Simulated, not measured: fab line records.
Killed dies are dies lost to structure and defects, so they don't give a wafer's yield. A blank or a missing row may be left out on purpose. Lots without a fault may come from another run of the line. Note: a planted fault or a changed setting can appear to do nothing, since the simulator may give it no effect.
Problem report, 8D (eight disciplines) form, completed by code ; flow n5_finfet ; the parts of the form that need people (team, actions taken, sign-off) are left out

== 1. THE ISSUE ==
At N5_BEOL_M2_ETCH_64, bias_w averages 110.5 W over 6 wafers from 2 lots, while fault-free wafers read 150.0 W, standard deviation 0.46. Relative to the usual mean, that is a shift of -86 standard deviations.
The step: etches SOC in N2/H2, target depth 75 nm, overetch 22.5 nm, time 121.9 s.
The first sign was on wafer L819.3 at day 11 07:10, on rie_diel-05. The record holds 29 wafers of 10 lots with a number at this step. The rule behind "out" and "out of limits": a value lying over 4 standard deviations away from the usual mean. Any other wafer with a number is counted as sound.

== 2. WHAT IT IS, AND WHAT IT ISN'T ==
question;is;is not
which readings at this step;bias_w, rf_vpp_V;drypump_motor_current_A, oes_product_au, showerhead_plenum_p_Torr, throttle_valve_pct
which lots;L819, L820;L800, L802, L804, L806, L810, L812, L822, L823
which wafers of those lots;all that have a number;-
read on which tools;rie_diel-05;rie_diel-02, rie_diel-06
when;from day 11 07:10;"up to then (17 sound wafers); but 6 sound wafers of L822, L823 came after"

== 3. SUSPECTS, AND WHAT RULES EACH OUT ==
Counting: a tool stays on the suspect list if, at a process step up to the reading, it processed all lots that are out and no sound lot following the first of them.
- rie_diel-05 at N5_BEOL_M2_ETCH_64 (etches SOC in N2/H2, target depth 75 nm, overetch 22.5 nm, time 121.9 s): kept. Every lot that is out went through it, starting with L819 (day 11 07:10), and after that it ran no sound lot; the last sound lot it ran before then is L810 (day 8 22:19). Out on those wafers are its own readings of bias_w, rf_vpp_V.
After counting, what remains is rie_diel-05 at N5_BEOL_M2_ETCH_64.

== 4. THE CAUSE (what the simulator had put in) ==
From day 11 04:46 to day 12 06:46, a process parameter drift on rie_diel-05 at N5_BEOL_M2_ETCH_64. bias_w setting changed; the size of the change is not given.
The count eliminated every tool but this one.

== 5. THE CHAIN OF EFFECTS, in route order ==
Rows list readings where the struck wafers' mean (over those with a number) sits beyond 3 standard deviations from the usual. Scope: only readings with a usual standard deviation given in the record; hours: median across lots of the time from each lot's start at the first step in this table that gives one to its start at this step; sigmas: change in usual standard deviations.
hours;step;reading;usual;on struck wafers;change;sigmas
0;N5_BEOL_M2_ETCH_64;bias_w;150.0 W;110.5;-39.5;-86
0;N5_BEOL_M2_ETCH_64;rf_vpp_V;522.6 V;430.4;-92.2;-44
The process steps in it:
- N5_BEOL_M2_ETCH_64: etches SOC in N2/H2, target depth 75 nm, overetch 22.5 nm, time 121.9 s.
Later steps that measure or inspect, where all struck wafers having a row at the step show a number for every such reading and not one has moved that far: N5_BEOL_M2_CD_MEAS_18, N5_BEOL_M4_RC_MEAS_101.

== 6. HOW IT WOULD HAVE BEEN CAUGHT EARLIER ==
First out-of-limits reading in this record: day 11 07:10, which is 2 hours after fault onset at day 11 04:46.
